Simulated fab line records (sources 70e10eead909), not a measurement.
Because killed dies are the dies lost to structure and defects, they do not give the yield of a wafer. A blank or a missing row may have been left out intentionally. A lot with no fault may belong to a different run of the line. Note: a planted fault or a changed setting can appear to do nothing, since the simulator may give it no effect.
fab line records	flow nandHarc
[record] lots = 24	wafers = 72	lastDay = 34
route steps=1302 shown A_CONTACT@997
lots that met no fault: from a run of the same line without faults
startH: start of the lot's first displayed wafer, in hours after the record's first day	waitH: hours elapsed since this lot's preceding step	" as in the row above	L1.1+2: a row that stands for several wafers	- no value, or no start given	* or withheld: withheld	< > ~ a bound
route shown NAME@n: a module of which the file shows steps, and the number in the route of the first	usual: mean and standard deviation over wafers with no fault	same: alike in all rows	chamber/n: place in a boat	sites: per-site readings	_std_site: standard deviation of those values	_edge_site: mean of outer sites minus mean of inner sites	radiusMm: how far each site lies from the wafer's centre	mask NAME#n: copy n	behind: the tool/chamber that last shaped the wafer	hold: reason for holding the lot/hours on hold/outcome of the hold	device: transistor that didn't switch, given as n, p or np	end of line: at the end of the route, the tests of the same wafers	a step given without rows: its recipe and nothing more	killed: at the first sort, the dies lost to defects and structure; wafer yield is something else	map: dies across one wafer; x = killed, . = not, _ = none there
set.NAME: the setting as run; set.NAME@STEP: as run at that earlier step	model.NAME: the simulator's own value behind a step, which no gauge read
route steps across a sampled set of lots; one table per step, one row per wafer
services: a tool's chamber out of use, with start hour (startH, from the record's first day; less than 0 if before it), hours out, and reason
[[steps]]
[step NHARC_A_CONTACT_CD_MEAS_42]
[recipe] targetCdNm = 300	landingEnergyEv = 500
[usual] cdNm = 300.1/0.46
lot.wafer	tool	chamber	startH	waitH	cdNm
L076.2	cdSem-01	0	490.24	-	300.0
L076.3	"	0	"	"	300.8
L076.6	"	0	"	"	300.5
L075.1	cdSem-01	0	491.78	-	300.0
L075.3	"	0	"	"	300.1
L075.4	"	0	"	"	300.7
L074.2	cdSem-01	0	502.60	-	300.0
L074.3	"	0	"	"	299.2
L074.4	"	0	"	"	299.9
L077.2	cdSem-02	0	532.42	-	300.2
L077.3	"	0	"	"	300.2
L077.6	"	0	"	"	299.7
L078.1	cdSem-02	0	535.17	-	299.5
L078.4	"	0	"	"	299.4
L078.5	"	0	"	"	299.6
L080.3	cdSem-01	0	535.33	-	300.3
L080.4	"	0	"	"	300.3
L080.5	"	0	"	"	300.0
L079.1	cdSem-02	0	549.61	-	300.1
L079.4	"	0	"	"	300.1
L079.6	"	0	"	"	300.6
L081.2	cdSem-02	0	562.75	-	300.0
L081.3	"	0	"	"	300.4
L081.6	"	0	"	"	299.7
L082.1	cdSem-02	0	580.91	-	300.6
L082.5	"	0	"	"	300.7
L082.6	"	0	"	"	300.6
L083.3	cdSem-01	0	581.09	-	300.0
L083.4	"	0	"	"	300.2
L083.6	"	0	"	"	299.8
L084.3	cdSem-02	0	588.03	-	300.9
L084.4	"	0	"	"	301.0
L084.6	"	0	"	"	300.4
L085.3	cdSem-02	0	596.97	-	300.2
L085.5	"	0	"	"	300.0
L085.6	"	0	"	"	300.5
L086.2	cdSem-01	0	613.59	-	300.6
L086.4	"	0	"	"	300.7
L086.6	"	0	"	"	300.5
L088.2	cdSem-02	0	613.74	-	300.7
L088.3	"	0	"	"	300.1
L088.5	"	0	"	"	300.6
L089.2	cdSem-02	0	617.73	-	300.0
L089.3	"	0	"	"	300.2
L089.4	"	0	"	"	299.8
L087.2	cdSem-01	0	619.05	-	299.4
L087.5	"	0	"	"	300.2
L087.6	"	0	"	"	300.1
L091.2	cdSem-03	0	640.09	-	300.0
L091.4	"	0	"	"	299.6
L091.5	"	0	"	"	299.5
L090.1	cdSem-01	0	641.15	-	300.0
L090.2	"	0	"	"	299.7
L090.3	"	0	"	"	299.6
L092.2	cdSem-02	0	669.03	-	300.2
L092.4	"	0	"	"	300.1
L092.5	"	0	"	"	300.4
L093.1	cdSem-01	0	669.18	-	299.2
L093.2	"	0	"	"	300.2
L093.4	"	0	"	"	300.4
L094.1	cdSem-02	0	694.61	-	300.5
L094.2	"	0	"	"	300.1
L094.4	"	0	"	"	299.8
L095.2	cdSem-02	0	698.13	-	300.5
L095.4	"	0	"	"	300.3
L095.5	"	0	"	"	300.7
L096.2	cdSem-03	0	698.28	-	299.6
L096.4	"	0	"	"	299.0
L096.6	"	0	"	"	300.1
L097.2	cdSem-03	0	723.95	-	300.8
L097.4	"	0	"	"	300.7
L097.6	"	0	"	"	300.3
[step NHARC_A_CONTACT_ETCH_49]
[recipe] targetDepthA = 2600	overEtchFrac = 0.3	timeS = 475.3	ionEnergyEv = 200	n2FlowSccm = 150	h2FlowSccm = 150	arFlowSccm = 0	rfW = 400	biasW = 150	chemistry = N2/H2
[usual] drypumpMotorCurrentA = 6.12/0.27	h2FlowSccm = 150.0/0.46	n2FlowSccm = 150.0/0.43	oesProductAu = 1.004/0.0075	rfVppV = 431/3.8	showerheadPlenumPTorr = 2.07/0.13	throttleValvePct = 14.171/0.0091
lot.wafer	tool	chamber	startH	waitH	drypumpMotorCurrentA	h2FlowSccm	n2FlowSccm	oesProductAu	rfHoursCounterH	rfVppV	showerheadPlenumPTorr	throttleValvePct
L076.2	rieDiel-02	2	-	-	6.39	150.0	149.8	1.007	17	433	2.13	14.171
L076.3	"	0	"	"	6.23	150.0	150.3	1.005	16	435	2.21	14.155
L076.6	"	2	"	"	6.39	150.3	150.0	1.020	-	433	2.13	14.164
L075.3	rieDiel-02	2	-	-	6.36	149.4	149.8	1.009	17	432	2.13	14.169
L075.1	"	3	"	"	5.61	149.7	149.4	1.015	4	425	1.89	14.164
L075.4	"	1	"	"	6.02	150.1	150.5	0.999	19	434	2.20	14.172
L074.4	rieDiel-13	1	-	-	6.40	149.6	149.2	1.003	46	433	2.12	14.165
L074.3	"	2	"	"	6.24	150.0	149.8	1.000	45	434	2.20	14.174
L074.2	"	3	"	"	6.07	149.8	150.2	1.001	44	428	1.91	14.169
L077.3	rieDiel-02	1	-	-	6.04	150.0	149.7	1.006	25	436	2.20	14.181
L077.2	"	0	"	"	6.22	149.8	149.6	1.000	24	436	2.21	14.174
L077.6	"	2	"	"	6.40	150.6	149.5	1.018	-	432	2.13	14.177
L078.1	rieDiel-02	0	-	-	6.23	150.6	150.6	1.000	24	435	2.21	14.172
L078.4	"	1	"	"	6.02	149.9	149.2	0.998	26	434	2.20	14.172
L078.5	"	0	"	"	6.25	151.0	149.8	0.999	-	436	2.21	14.171
L080.3	rieDiel-13	2	-	-	6.27	150.2	149.8	0.995	1	434	2.20	14.159
L080.4	"	3	"	"	6.07	150.2	150.2	0.997	1	427	1.91	14.171
L080.5	"	3	"	"	6.06	150.5	150.5	0.995	-	428	1.91	14.167
L079.4	rieDiel-13	0	-	-	6.45	150.2	151.3	1.002	4	429	1.92	14.169
L079.1	"	1	"	"	6.44	150.1	149.7	0.994	4	433	2.11	14.170
L079.6	"	1	"	"	6.46	150.3	149.8	1.003	-	432	2.11	14.155
L081.3	rieDiel-13	3	-	-	6.10	150.8	150.5	1.012	12	427	1.91	14.160
L081.2	"	2	"	"	6.25	150.3	150.3	0.990	9	435	2.19	14.180
L081.6	"	0	"	"	6.49	149.5	149.9	1.007	-	427	1.92	14.158
L082.1	rieDiel-02	0	-	-	6.24	150.1	149.6	1.000	0	434	2.21	14.179
L082.5	"	1	"	"	6.01	150.1	150.2	1.002	-	436	2.20	14.169
L082.6	"	2	"	"	6.38	149.5	149.6	1.007	-	432	2.12	14.158
L083.3	rieDiel-13	1	-	-	6.47	149.8	149.5	1.003	14	432	2.11	14.169
L083.4	"	3	"	"	6.06	150.1	149.6	1.003	16	426	1.91	14.189
L083.6	"	2	"	"	6.28	150.0	150.0	0.997	-	434	2.19	14.187
L084.4	rieDiel-02	2	-	-	6.35	150.4	149.8	0.998	1	431	2.12	14.173
L084.3	"	0	"	"	6.22	149.8	150.5	0.995	2	436	2.21	14.170
L084.6	"	1	"	"	6.02	149.9	150.2	0.998	-	434	2.20	14.177
L085.3	rieDiel-07	3	-	-	6.16	150.1	151.2	0.989	47	434	2.14	14.167
L085.6	"	1	"	"	5.75	149.8	149.9	0.998	-	426	1.89	14.164
L085.5	"	2	"	"	5.93	149.3	149.3	1.008	-	429	2.00	14.173
L086.2	rieDiel-02	3	-	-	5.60	149.8	149.6	1.009	8	426	1.88	14.171
L086.4	"	2	"	"	6.38	150.2	149.5	1.009	7	432	2.12	14.164
L086.6	"	3	"	"	5.60	149.9	149.2	1.017	-	427	1.88	14.159
L088.2	rieDiel-13	2	-	-	6.24	149.1	150.2	1.015	24	434	2.19	14.162
L088.3	"	0	"	"	6.45	150.0	150.1	1.003	28	427	1.91	14.162
L088.5	"	2	"	"	6.24	148.9	150.4	1.007	-	434	2.19	14.164
L089.2	rieDiel-02	3	-	-	5.61	150.0	150.5	1.021	9	426	1.88	14.164
L089.4	"	0	"	"	6.20	149.1	149.9	1.009	9	435	2.20	14.176
L089.3	"	1	"	"	6.01	150.7	150.4	1.003	8	434	2.19	14.160
L087.2	rieDiel-13	2	-	-	6.26	150.2	149.6	0.998	26	436	2.19	14.181
L087.6	"	3	"	"	6.07	149.4	150.4	0.994	-	427	1.90	14.172
L087.5	"	0	"	"	6.45	149.7	149.7	0.992	-	426	1.91	14.162
L091.4	rieDiel-07	0	-	-	6.04	149.2	150.0	1.009	57	435	2.20	14.184
L091.2	"	2	"	"	5.95	149.3	150.1	1.000	28	430	1.99	14.172
L091.5	"	0	"	"	6.08	150.4	149.9	1.005	-	434	2.20	14.192
L090.1	rieDiel-13	2	-	-	6.21	149.3	150.2	1.000	35	435	2.18	14.166
L090.2	"	3	"	"	6.06	149.3	149.1	0.996	35	426	1.90	14.183
L090.3	"	1	"	"	6.39	150.6	149.5	1.002	37	432	2.10	14.181
L092.4	rieDiel-02	2	-	-	6.38	150.0	149.3	1.011	17	433	2.12	14.175
L092.2	"	3	"	"	5.61	150.1	149.2	1.016	17	425	1.88	14.169
L092.5	"	1	"	"	6.04	150.5	149.6	1.002	-	435	2.19	14.167
L093.2	rieDiel-02	0	-	-	6.22	150.1	150.2	1.012	19	436	2.20	14.168
L093.1	"	1	"	"	6.02	149.8	150.9	0.997	18	436	2.19	14.166
L093.4	"	3	"	"	5.61	150.8	151.0	1.004	17	426	1.88	14.170
L094.2	rieDiel-02	0	-	-	6.22	150.2	149.7	1.005	23	434	2.20	14.175
L094.1	"	1	"	"	6.05	150.0	149.5	1.002	22	434	2.19	14.182
L094.4	"	3	"	"	5.59	150.0	149.9	1.015	21	425	1.88	14.181
L095.4	rieDiel-02	3	-	-	5.64	149.9	150.2	1.007	22	426	1.88	14.155
L095.2	"	2	"	"	6.36	149.4	149.7	1.014	22	434	2.11	14.170
L095.5	"	3	"	"	5.62	149.7	150.0	1.019	-	424	1.88	14.172
L096.2	rieDiel-07	1	-	-	5.72	149.8	149.8	0.997	13	426	1.88	14.162
L096.4	"	1	"	"	5.71	150.4	150.3	0.992	-	427	1.88	14.161
L096.6	"	2	"	"	5.92	148.9	149.7	1.002	-	429	1.99	14.167
L097.2	rieDiel-02	1	-	-	6.03	150.1	149.7	0.996	27	435	2.19	14.189
L097.4	"	2	"	"	6.38	150.6	150.8	1.018	27	433	2.11	14.168
L097.6	"	3	"	"	5.62	149.9	150.4	1.010	-	426	1.88	14.161
[step NHARC_A_CONTACT_ETCH_112]
[recipe] sourceW = withheld	pressureMtorr = 20	biasV = 3000	timeS = 190	targetDepthA = 18500	arFlowSccm = withheld	c4f8FlowSccm = withheld	o2FlowSccm = withheld	chemistry = C4F8/O2/Ar
lot.wafer	tool	chamber	startH	waitH	rfHoursCounterH
L076.2	harCapEtch-03	0	492.48	0.2	38
L076.3	"	0	"	"	-
L076.6	"	1	"	"	-
L075.1	harCapEtch-01	0	494.00	0.2	134
L075.4	"	0	"	"	-
L075.3	"	1	"	"	-
L074.2	harCapEtch-02	0	505.68	0.2	85
L074.4	"	0	"	"	-
L074.3	"	1	"	"	-
L077.2	harCapEtch-02	1	534.64	0.2	88
L077.3	"	0	"	"	-
L077.6	"	1	"	"	-
L078.1	harCapEtch-01	1	537.40	0.2	2
L078.4	"	1	"	"	-
L078.5	"	0	"	"	-
L080.4	harCapEtch-03	0	537.59	0.2	-
L080.3	"	1	"	"	-
L080.5	"	0	"	"	-
L079.1	harCapEtch-02	0	553.02	0.2	92
L079.4	"	0	"	"	-
L079.6	"	1	"	"	-
L081.2	harCapEtch-03	1	564.98	0.2	50
L081.3	"	0	"	"	-
L081.6	"	0	"	"	-
L082.1	harCapEtch-03	0	583.14	0.2	53
L082.6	"	1	"	"	-
L082.5	"	0	"	"	-
L083.3	harCapEtch-01	1	583.55	0.2	-
L083.4	"	0	"	"	-
L083.6	"	1	"	"	-
L084.4	harCapEtch-03	0	590.29	0.2	-
L084.3	"	1	"	"	-
L084.6	"	1	"	"	-
L085.3	harCapEtch-03	0	599.25	0.2	-
L085.5	"	1	"	"	-
L085.6	"	0	"	"	-
L086.2	harCapEtch-03	1	615.80	0.2	61
L086.4	"	1	"	"	-
L086.6	"	0	"	"	-
L088.2	harCapEtch-01	1	615.98	0.2	17
L088.3	"	0	"	"	-
L088.5	"	0	"	"	-
L089.2	harCapEtch-02	0	620.01	0.2	104
L089.3	"	0	"	"	-
L089.4	"	1	"	"	-
L087.2	harCapEtch-03	1	621.28	0.2	63
L087.5	"	1	"	"	-
L087.6	"	0	"	"	-
L091.2	harCapEtch-03	1	642.31	0.2	67
L091.4	"	1	"	"	-
L091.5	"	1	"	"	-
L090.2	harCapEtch-02	0	643.43	0.2	110
L090.1	"	1	"	"	110
L090.3	"	1	"	"	-
L092.2	harCapEtch-02	0	672.01	0.2	114
L092.4	"	1	"	"	-
L092.5	"	1	"	"	-
L093.2	harCapEtch-01	1	672.85	0.2	28
L093.1	"	0	"	"	28
L093.4	"	0	"	"	-
L094.1	harCapEtch-02	1	696.82	0.2	118
L094.2	"	0	"	"	118
L094.4	"	0	"	"	-
L095.2	harCapEtch-01	1	700.32	0.2	32
L095.4	"	0	"	"	-
L095.5	"	1	"	"	-
L096.2	harCapEtch-03	1	700.58	0.2	77
L096.4	"	1	"	"	-
L096.6	"	0	"	"	-
L097.2	harCapEtch-02	1	726.22	0.2	124
L097.4	"	0	"	"	-
L097.6	"	0	"	"	-
[step NHARC_A_CONTACT_DEP_58]
[recipe] targetThkA = 900	targetThkNm = 90	tempC = 400	pressureTorr = 3.5	flowSccm = 200	rfW = 350	material = SiON
[usual] heaterPowerW = 654/85
lot.wafer	tool	chamber	startH	waitH	heaterPowerW
L076.2	pecvd-04	1	501.02	2.2	608
L076.3	"	2	"	"	640
L076.6	"	1	"	"	615
L075.1	pecvd-02	2	501.76	2.7	506
L075.3	"	0	"	"	729
L075.4	"	0	"	"	747
L074.2	pecvd-02	0	512.98	2.2	603
L074.3	"	2	"	"	497
L074.4	"	1	"	"	550
L077.3	pecvd-02	1	542.11	1.7	661
L077.2	"	2	"	"	483
L077.6	"	0	"	"	707
L078.1	pecvd-01	2	544.67	2.7	715
L078.4	"	2	"	"	699
L078.5	"	0	"	"	800
L080.3	pecvd-02	0	544.85	1.7	732
L080.4	"	2	"	"	501
L080.5	"	0	"	"	741
L079.1	pecvd-01	2	562.06	2.8	700
L079.4	"	1	"	"	726
L079.6	"	2	"	"	712
L081.2	pecvd-04	0	572.31	2.2	786
L081.3	"	2	"	"	765
L081.6	"	1	"	"	681
L082.1	pecvd-04	1	590.60	2.7	649
L082.5	"	1	"	"	673
L082.6	"	2	"	"	618
L083.3	pecvd-04	2	591.66	1.6	715
L083.4	"	2	"	"	739
L083.6	"	1	"	"	667
L084.3	pecvd-04	1	597.71	1.7	648
L084.4	"	2	"	"	732
L084.6	"	1	"	"	657
L085.3	pecvd-01	1	606.43	1.6	669
L085.6	"	2	"	"	715
L085.5	"	0	"	"	744
L086.2	pecvd-02	2	630.89	2.2	487
L086.6	"	2	"	"	477
L086.4	"	0	"	"	587
L088.2	pecvd-02	1	631.48	2.2	567
L088.3	"	2	"	"	544
L088.5	"	2	"	"	540
L089.2	pecvd-01	2	634.10	2.2	739
L089.3	"	0	"	"	781
L089.4	"	2	"	"	740
L087.2	pecvd-02	1	634.26	2.2	536
L087.6	"	2	"	"	532
L087.5	"	0	"	"	679
L091.2	pecvd-01	2	649.76	2.2	743
L091.5	"	2	"	"	739
L091.4	"	0	"	"	713
L090.2	pecvd-02	1	651.53	2.2	577
L090.3	"	2	"	"	547
L090.1	"	0	"	"	618
L092.2	pecvd-02	0	680.43	2.2	596
L092.4	"	1	"	"	566
L092.5	"	2	"	"	532
L093.1	pecvd-02	1	681.12	2.8	551
L093.2	"	2	"	"	533
L093.4	"	0	"	"	685
L094.2	pecvd-02	0	704.18	2.2	667
L094.1	"	1	"	"	567
L094.4	"	1	"	"	558
L095.2	pecvd-01	2	709.43	2.2	714
L095.4	"	2	"	"	711
L095.5	"	0	"	"	734
L096.2	pecvd-04	2	710.17	2.2	700
L096.4	"	1	"	"	671
L096.6	"	2	"	"	725
L097.2	pecvd-01	1	733.49	2.2	659
L097.6	"	1	"	"	664
L097.4	"	2	"	"	626
[step NHARC_A_CONTACT_ETCH_127]
[recipe] sourceW = withheld	pressureMtorr = 20	biasV = 3000	timeS = 197	targetDepthA = 19180	arFlowSccm = withheld	c4f8FlowSccm = withheld	o2FlowSccm = withheld	chemistry = C4F8/O2/Ar
lot.wafer	tool	chamber	startH	waitH	rfHoursCounterH
L076.2	harCapEtch-02	1	504.00	0.1	83
L076.3	"	0	"	"	-
L076.6	"	0	"	"	-
L075.1	harCapEtch-03	1	504.95	0.1	41
L075.3	"	1	"	"	-
L075.4	"	0	"	"	-
L074.2	harCapEtch-01	1	516.22	0.2	0
L074.4	"	0	"	"	-
L074.3	"	1	"	"	-
L077.2	harCapEtch-02	1	544.99	0.1	91
L077.3	"	1	"	"	-
L077.6	"	1	"	"	-
L078.1	harCapEtch-01	1	547.63	0.1	5
L078.4	"	0	"	"	-
L078.5	"	1	"	"	-
L080.3	harCapEtch-03	1	548.19	0.1	-
L080.4	"	0	"	"	-
L080.5	"	0	"	"	-
L079.1	harCapEtch-02	0	565.00	0.1	95
L079.4	"	0	"	"	-
L079.6	"	0	"	"	-
L081.2	harCapEtch-02	0	575.21	0.1	97
L081.3	"	1	"	"	-
L081.6	"	1	"	"	-
L082.1	harCapEtch-01	1	593.47	0.1	13
L082.6	"	0	"	"	-
L082.5	"	1	"	"	-
L083.4	harCapEtch-02	0	594.80	0.1	-
L083.3	"	1	"	"	-
L083.6	"	1	"	"	-
L084.4	harCapEtch-01	1	600.59	0.1	-
L084.3	"	0	"	"	-
L084.6	"	1	"	"	-
L085.3	harCapEtch-02	1	609.80	0.2	-
L085.6	"	1	"	"	-
L085.5	"	0	"	"	-
L086.2	harCapEtch-02	0	633.81	0.1	107
L086.4	"	1	"	"	-
L086.6	"	0	"	"	-
L088.2	harCapEtch-03	0	634.48	0.1	66
L088.3	"	1	"	"	-
L088.5	"	0	"	"	-
L087.2	harCapEtch-01	1	637.25	0.1	21
L087.5	"	0	"	"	-
L087.6	"	1	"	"	-
L089.2	harCapEtch-02	1	637.41	0.1	109
L089.3	"	1	"	"	-
L089.4	"	0	"	"	-
L091.2	harCapEtch-03	0	652.76	0.1	71
L091.4	"	1	"	"	-
L091.5	"	1	"	"	-
L090.1	harCapEtch-02	0	655.09	0.2	113
L090.2	"	1	"	"	113
L090.3	"	1	"	"	-
L092.2	harCapEtch-03	0	683.61	0.1	74
L092.4	"	0	"	"	-
L092.5	"	0	"	"	-
L093.2	harCapEtch-02	1	684.15	0.1	117
L093.1	"	0	"	"	117
L093.4	"	0	"	"	-
L094.1	harCapEtch-02	0	707.02	0.1	121
L094.2	"	1	"	"	121
L094.4	"	1	"	"	-
L095.2	harCapEtch-01	0	712.34	0.1	34
L095.4	"	0	"	"	-
L095.5	"	1	"	"	-
L096.2	harCapEtch-03	0	713.25	0.1	80
L096.4	"	0	"	"	-
L096.6	"	1	"	"	-
L097.2	harCapEtch-03	0	736.51	0.1	83
L097.4	"	0	"	"	-
L097.6	"	0	"	"	-
[step NHARC_A_CONTACT_ETCH_133]
[recipe] sourceW = withheld	pressureMtorr = 20	biasV = 400	timeS = 374	targetDepthA = 16100	arFlowSccm = withheld	c4f8FlowSccm = 11.5	o2FlowSccm = 7.2	chemistry = C4F8/O2/Ar
lot.wafer	tool	chamber	startH	waitH	rfHoursCounterH
L076.2	harCapEtch-02	1	505.06	0.1	84
L076.3	"	0	"	"	-
L076.6	"	0	"	"	-
L075.1	harCapEtch-03	1	506.01	0.1	42
L075.3	"	1	"	"	-
L075.4	"	0	"	"	-
L074.2	harCapEtch-01	1	517.68	0.2	1
L074.4	"	0	"	"	-
L074.3	"	1	"	"	-
L077.2	harCapEtch-02	1	546.10	0.2	92
L077.3	"	1	"	"	-
L077.6	"	1	"	"	-
L078.1	harCapEtch-01	1	548.68	0.1	6
L078.4	"	0	"	"	-
L078.5	"	1	"	"	-
L080.3	harCapEtch-03	1	549.33	0.2	-
L080.4	"	0	"	"	-
L080.5	"	0	"	"	-
L079.1	harCapEtch-02	0	566.06	0.1	96
L079.4	"	0	"	"	-
L079.6	"	0	"	"	-
L081.2	harCapEtch-02	0	576.31	0.2	98
L081.3	"	1	"	"	-
L081.6	"	1	"	"	-
L082.1	harCapEtch-01	1	594.57	0.2	14
L082.6	"	0	"	"	-
L082.5	"	1	"	"	-
L083.4	harCapEtch-02	0	595.93	0.2	-
L083.3	"	1	"	"	-
L083.6	"	1	"	"	-
L084.4	harCapEtch-01	1	601.73	0.2	-
L084.3	"	0	"	"	-
L084.6	"	1	"	"	-
L085.3	harCapEtch-02	1	611.32	0.3	-
L085.6	"	1	"	"	-
L085.5	"	0	"	"	-
L086.2	harCapEtch-02	0	634.92	0.2	108
L086.4	"	1	"	"	-
L086.6	"	0	"	"	-
L088.2	harCapEtch-03	0	635.57	0.2	67
L088.3	"	1	"	"	-
L088.5	"	0	"	"	-
L087.2	harCapEtch-01	1	638.35	0.2	22
L087.5	"	0	"	"	-
L087.6	"	1	"	"	-
L089.2	harCapEtch-02	1	638.48	0.1	110
L089.3	"	1	"	"	-
L089.4	"	0	"	"	-
L091.2	harCapEtch-03	0	653.86	0.2	72
L091.4	"	1	"	"	-
L091.5	"	1	"	"	-
L090.1	harCapEtch-02	0	656.49	0.2	114
L090.2	"	1	"	"	114
L090.3	"	1	"	"	-
L092.2	harCapEtch-03	0	684.67	0.1	75
L092.4	"	0	"	"	-
L092.5	"	0	"	"	-
L093.2	harCapEtch-02	1	685.21	0.1	118
L093.1	"	0	"	"	118
L093.4	"	0	"	"	-
L094.1	harCapEtch-02	0	708.08	0.1	122
L094.2	"	1	"	"	122
L094.4	"	1	"	"	-
L095.2	harCapEtch-01	0	713.44	0.2	35
L095.4	"	0	"	"	-
L095.5	"	1	"	"	-
L096.2	harCapEtch-03	0	714.36	0.2	81
L096.4	"	0	"	"	-
L096.6	"	1	"	"	-
L097.2	harCapEtch-03	0	737.61	0.2	84
L097.4	"	0	"	"	-
L097.6	"	0	"	"	-
[[services]]
tool	chamber	startH	hours	kind
rieDiel-07	-	471.39	9.0	pm
pecvd-01	-	492.00	13.0	pm
rieDiel-07	1	497.00	2.0	repair
harCapEtch-01	-	497.00	17.0	pm
harCapEtch-01	0	497.00	17.0	ventCycle
harCapEtch-01	1	497.00	17.0	ventCycle
pecvd-04	-	502.11	2.8	repair
rieDiel-07	2	505.24	65.9	repair
harCapEtch-01	0	514.00	-	clean
rieDiel-02	3	520.28	9.4	repair
rieDiel-13	-	521.21	9.0	pm
rieDiel-02	-	570.70	9.0	pm
pecvd-02	-	589.71	13.0	pm
rieDiel-13	-	597.85	0.8	repair
rieDiel-07	0	619.56	4.4	repair
pecvd-04	-	631.21	13.0	pm
rieDiel-02	3	633.45	5.0	repair
rieDiel-07	-	648.39	9.0	pm
pecvd-04	0	664.99	2.0	repair
rieDiel-02	-	668.68	1.2	repair
pecvd-01	-	673.00	13.0	pm
rieDiel-07	-	674.05	0.3	repair
rieDiel-07	0	691.05	7.6	repair
rieDiel-13	-	698.21	9.0	pm
[[key]]
fault none
